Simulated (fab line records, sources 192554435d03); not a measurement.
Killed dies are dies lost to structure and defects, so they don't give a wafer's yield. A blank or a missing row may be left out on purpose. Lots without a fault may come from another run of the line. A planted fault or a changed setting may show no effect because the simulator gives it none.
A struck lot beside a sound one | flow n5_finfet | 14 steps out of a route of 1938
Sound: wafers L182.3, L182.4, L182.5. Struck: wafers L190.1, L190.4, L190.5. The cause comes at the end.
At each step with rows: each side's tool, then ch and its chambers, then its first start. Under that, the readings that differ: sound wafers | struck wafers | difference of the means | sigmas: that difference in standard deviations of wafers without a fault.
alike: readings whose means differ by less than 2 such deviations, and words and numbers that are the same on both sides. not compared: withheld readings, readings that some wafer has no value for, bounds like >300 that may hide the same value, and numbers for which the record gives no deviation and whose values overlap.
The two part at a step that has a row with sigmas, a row that says differs or no value, or rows on one side only. Numbers that don't overlap but have no deviation are shown without sigmas and don't part them. A reading that every wafer of one side lacks parts them only if that side has two wafers or more.

N5_BEOL_M0_SAQP_PECVD_96: deposits a-Si from SiH4/He, target thk 45 nm, time 45.2 s.
  sound on pecvd-01 ch 0,1,2, day 7 00:03; struck on pecvd-02 ch 0,1,2, day 9 08:44
  alike: heater_power_w, rf_fwd_power_W, showerhead_plenum_p_Torr, throttle_valve_pct
N5_BEOL_M0_SAQP_PECVD_97: deposits SiNx from SiH4/NH3/N2, target thk 23 nm, time 19.9 s.
  sound on pecvd-01 ch 0,1,2, day 7 00:06; struck on pecvd-02 ch 0,1,2, day 9 08:47
  alike: heater_power_w, rf_fwd_power_W, showerhead_plenum_p_Torr, throttle_valve_pct
N5_BEOL_M0_SAQP_PECVD_04: deposits a-Si from SiH4/He, target thk 60 nm, time 60.2 s.
  sound on pecvd-01 ch 0,1,2, day 7 00:08; struck on pecvd-02 ch 0,1,2, day 9 08:49
  alike: heater_power_w, rf_fwd_power_W, showerhead_plenum_p_Torr, throttle_valve_pct
N5_BEOL_M0_SAQP_THK_MEAS_05:
  sound on film_metro-01, day 7 00:14; struck on film_metro-02, day 9 08:55
  alike: thk_nm
N5_BEOL_M0_SAQP_HM_DEP_111: deposits SiO2 from SiH4/N2O, target thk 12 nm, time 7.2 s.
  sound on pecvd-04 ch 0,1, day 7 00:16; struck on pecvd-01 ch 0,1,2, day 9 08:57
  alike: heater_power_w, rf_fwd_power_W, showerhead_plenum_p_Torr
then, 7 steps without rows for these wafers: N5_BEOL_M0_SAQP_COAT_81 (time 60 s, resist thk 100 nm); N5_BEOL_M0_SAQP_COAT_82 (time 60 s, resist thk 30 nm); N5_BEOL_M0_SAQP_COAT_08 (resist thk 90 nm); N5_BEOL_M0_SAQP_EBR_10; N5_BEOL_M0_SAQP_SOFTBAKE_09 (time 60 s); N5_BEOL_M0_SAQP_EXPOSE_11 (exposes mask M0 CORE, target cd 42 nm); N5_BEOL_M0_SAQP_PEB_12 (peb time 60 s).
N5_BEOL_M0_SAQP_DEVELOP_13: develop time 30 s.
  sound on litho_track-04 ch 0, day 7 00:32; struck on litho_track-05, day 9 09:20
  no value came back on the struck wafers for chill_plate_temp_C (C), develop_time_s (s); on the sound wafers chill_plate_temp_C (C) reads 22.93 23.00 23.02
  reading                                           | sound          | struck       | difference | sigmas
  model.CAR-ArF_of_BEOL_M0_SAQP_COAT_08.thk_nm (nm) | 88.6 88.4 88.4 | 90.4 90.4 90 | +1.8       |
N5_BEOL_M0_SAQP_CD_MEAS_14: target cd 42.5 nm.
  sound on cd_sem-03 ch 0, day 7 00:35; struck on cd_sem-03 ch 0, day 9 09:23
  reading    | sound          | struck | difference                    | sigmas
  cd_nm (nm) | 42.8 41.6 41.9 | - - -  | no value on the struck wafers |

WHERE THEY PART
First at N5_BEOL_M0_SAQP_DEVELOP_13; last, within this record, at N5_BEOL_M0_SAQP_CD_MEAS_14.

WHY: what the simulator had put in
Skipped step whole: litho_track-05, from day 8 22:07 on, at N5_BEOL_M0_SAQP_DEVELOP_13. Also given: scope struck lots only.
